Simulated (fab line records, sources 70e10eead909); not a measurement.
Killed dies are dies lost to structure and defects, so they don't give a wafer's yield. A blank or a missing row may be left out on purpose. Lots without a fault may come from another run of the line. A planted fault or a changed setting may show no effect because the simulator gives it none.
Problem report in the 8D (eight disciplines) form, filled by code | flow nand_harc | the parts of the form that need people (team, actions taken, sign-off) are left out

1. THE PROBLEM
oes_product_au at NHARC_A_WL_FILL_ETCHBACK_05 reads a mean of 0.812 a.u. on 3 wafers of 3 lots; wafers without a fault read 1.005 a.u. with a standard deviation of 0.01. That is -19 standard deviations from the usual mean.
The step: etches the open film in Cl2/BCl3, target depth 22 nm, time 60 s.
First seen on wafer L937.3, day 23 21:07, on rie_metal-01. The record holds 37 wafers of 13 lots with a number at this step. Rule for "out", or "out of limits": more than 4 standard deviations from the usual mean. The other wafers with a number count as sound.

2. WHAT IT IS AND WHAT IT IS NOT
question                    | is                     | is not
which readings at this step | oes_product_au         | drypump_motor_current_A
which lots                  | L937, L939, L941       | L926, L927, L929, L930, L932, L934, L940, L946, L947, L948
which wafers of those lots  | L937.3, L939.3, L941.3 | L937.1, L937.6, L939.1, L941.6
read on which tools         | rie_metal-01           | rie_metal-02, rie_metal-03
when                        | from day 23 21:07      | up to then (20 sound wafers); but 14 sound wafers of L939, L940, L941, L946, L947, L948 came after

3. SUSPECTS, AND WHAT RULES EACH OUT
Counting: a tool at a process step up to the reading stays a suspect if it ran every lot that is out. Sound lots after the first of them don't rule it out here, since some wafers of a struck lot are sound.
- har_etch-01 at NHARC_A_SLIT_ETCH_17 (etches the open film in C4F8/O2/Ar, time 4254.5 s, target depth 20300 nm): kept. It ran every lot that is out, first L937 (day 23 06:57); its last sound lot up to then is L934 (day 22 16:40).
- rie_metal-01 at NHARC_A_WL_FILL_ETCHBACK_05 (etches the open film in Cl2/BCl3, target depth 22 nm, time 60 s): kept. It ran every lot that is out, first L937 (day 23 21:07); its last sound lot up to then is L934 (day 23 05:29). Its own readings are out on those wafers: oes_product_au.
Left after counting: har_etch-01 at NHARC_A_SLIT_ETCH_17, rie_metal-01 at NHARC_A_WL_FILL_ETCHBACK_05.

4. THE CAUSE (what the simulator had put in)
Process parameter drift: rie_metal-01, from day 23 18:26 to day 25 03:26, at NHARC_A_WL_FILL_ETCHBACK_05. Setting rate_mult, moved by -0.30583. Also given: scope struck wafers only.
Counting left 2 suspects, and this tool is among them.

5. THE CHAIN OF EFFECTS, in route order
Each row: a reading whose mean over the struck wafers that have a number lies more than 3 standard deviations from the usual. Only readings for which the record gives a usual standard deviation are gone through. hours: the time from each lot's start at the first step in this table that gives one to its start at this step, as a median over the lots. sigmas: the change in usual standard deviations.
hours | step                        | reading        | usual      | on struck wafers | change | sigmas
0     | NHARC_A_WL_FILL_ETCHBACK_05 | oes_product_au | 1.005 a.u. | 0.812            | -0.193 | -19
The process steps in it:
- NHARC_A_WL_FILL_ETCHBACK_05: etches the open film in Cl2/BCl3, target depth 22 nm, time 60 s.

6. WHAT WOULD HAVE CAUGHT IT SOONER
In this record the first reading out of limits was taken at day 23 21:07, 3 hours after the fault began at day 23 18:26.
